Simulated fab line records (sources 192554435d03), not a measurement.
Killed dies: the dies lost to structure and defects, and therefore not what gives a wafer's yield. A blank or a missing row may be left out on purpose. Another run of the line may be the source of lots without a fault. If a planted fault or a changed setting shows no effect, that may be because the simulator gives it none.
Chamber matching -- flow n5 finfet -- N5_BEOL_M1_CO_CAP_55 on cvd co-02: 3 sister chambers
The step material Co, precursor CCTBA/H2, target thk 2 nm, time 102.1 s. 3 wafers are shown with their chamber, then 12 later ones without.

WAFERS, EACH WITH ITS CHAMBER
wafer,chamber,heater power w (W)
L085.5,2,249
L093.4,0,272
L093.6,1,321

WAFERS WITH NO CHAMBER GIVEN
wafer,heater power w (W)
L092.1,273
L092.3,310
L092.4,271
L095.3,259
L095.5,267
L095.6,319
L096.1,306
L096.4,268
L096.5,254
L097.1,259
L097.5,274
L097.6,320

EACH ONE'S CHAMBER
wafer,from the rows above,in truth
L092.1,0,0
L092.3,1,1
L092.4,0,0
L095.3,can't be placed: 2 or 0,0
L095.5,can't be placed: 0 or 2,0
L095.6,1,1
L096.1,1,1
L096.4,0,0
L096.5,can't be placed: 2 or 0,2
L097.1,can't be placed: 2 or 0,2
L097.5,0,0
L097.6,1,1
Placed correctly: 8 of 12. Cannot be placed on the basis of these rows: 4; the candidates contain the true chamber in 4. 0 placed wrongly.
How it was worked out, from the rows above alone: a wafer's distance from a chamber is the root of the sum, over the readings, of the square of ((its reading less the chamber's mean) divided by the reading's scatter). If the next closest chamber is less than 2 further off than the closest, the wafer can't be placed; otherwise it belongs to the closest. A chamber's mean is the mean of its shown wafers. The scatter: with one shown wafer a chamber, the root of the mean of the squares of how far each hidden wafer lies from its nearest shown one.
